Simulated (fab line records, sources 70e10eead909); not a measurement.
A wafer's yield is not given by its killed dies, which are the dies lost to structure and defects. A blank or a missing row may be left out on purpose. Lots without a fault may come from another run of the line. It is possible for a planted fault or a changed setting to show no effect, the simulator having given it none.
Chamber matching    flow nand_harc    NHARC_A_CONTACT_ETCH_106 on rie_diel-12 has 4 sister chambers
The step etches the open film in CF4/O2, target depth 90 nm, overetch 9 nm, time 49.5 s. 27 wafers are shown with their chamber, then 12 later ones without.

## EACH WAFER AND ITS CHAMBER
wafer   chamber  showerhead_plenum_p_Torr (Torr)  drypump_motor_current_A (A)  rf_vpp_V (V)
L075.2  2        1.27                             5.84                         196.9
L075.3  0        1.27                             5.62                         196.8
L075.5  1        1.42                             5.67                         198.9
L076.2  1        1.42                             5.66                         200.0
L076.4  2        1.27                             5.90                         196.2
L076.6  0        1.27                             5.63                         197.1
L078.2  0        1.27                             5.61                         196.0
L078.5  1        1.41                             5.63                         197.8
L078.6  0        1.27                             5.63                         196.1
L079.3  0        1.27                             5.62                         195.7
L079.5  0        1.27                             5.62                         196.3
L079.6  1        1.41                             5.68                         200.2
L081.2  3        1.41                             5.00                         198.1
L081.3  2        1.26                             5.85                         195.4
L081.5  1        1.41                             5.65                         200.2
L082.2  1        1.41                             5.68                         198.9
L082.4  3        1.41                             5.01                         198.9
L082.6  1        1.41                             5.68                         199.3
L083.1  0        1.27                             5.62                         196.4
L083.2  2        1.26                             5.80                         196.9
L083.6  0        1.27                             5.63                         195.9
L084.4  1        1.41                             5.66                         200.0
L084.5  2        1.26                             5.85                         195.1
L084.6  1        1.41                             5.67                         199.2
L087.2  3        1.41                             4.98                         200.4
L087.5  0        1.27                             5.61                         197.7
L087.6  1        1.41                             5.67                         200.8

SIGNATURES (means of the wafers above)
reading                   chamber 0  chamber 1  chamber 2  chamber 3  scatter within a chamber
showerhead_plenum_p_Torr  1.2700     1.4120     1.2640     1.4100     0.00349
drypump_motor_current_A   5.6211     5.6650     5.8480     4.9967     0.019
rf_vpp_V                  196.444    199.530    196.100    199.133    0.827
Rule: a wafer's distance from a chamber is the root of the sum, over the readings, of the square of ((its reading less the chamber's mean) divided by the reading's scatter). The wafer belongs to the nearest chamber; if the next one is less than 2 further off, it can't be placed. The scatter is the square root of a quotient: the sum, over the shown wafers, of each reading's squared deviation from its chamber's mean, divided by wafers minus chambers.

## WAFERS WITH NO CHAMBER GIVEN
wafer   showerhead_plenum_p_Torr (Torr)  drypump_motor_current_A (A)  rf_vpp_V (V)
L089.1  1.41                             5.01                         199.1
L089.2  1.26                             5.62                         196.8
L089.5  1.41                             5.02                         199.6
L093.1  1.26                             5.86                         195.9
L093.2  1.41                             5.68                         199.7
L093.6  1.26                             5.84                         196.1
L094.1  1.41                             5.67                         199.6
L094.2  1.26                             5.63                         196.0
L094.6  1.26                             5.62                         196.5
L096.2  1.41                             5.01                         198.4
L096.3  1.26                             5.62                         196.1
L096.4  1.26                             5.85                         195.2

## WHICH CHAMBER EACH WENT THROUGH
wafer   from the rows above  in truth
L089.1  3                    3
L089.2  0                    0
L089.5  3                    3
L093.1  2                    2
L093.2  1                    1
L093.6  2                    2
L094.1  1                    1
L094.2  0                    0
L094.6  0                    0
L096.2  3                    3
L096.3  0                    0
L096.4  2                    2
12 of 12 placed correctly. Left unplaced by these rows: 0. Placed wrongly: 0.
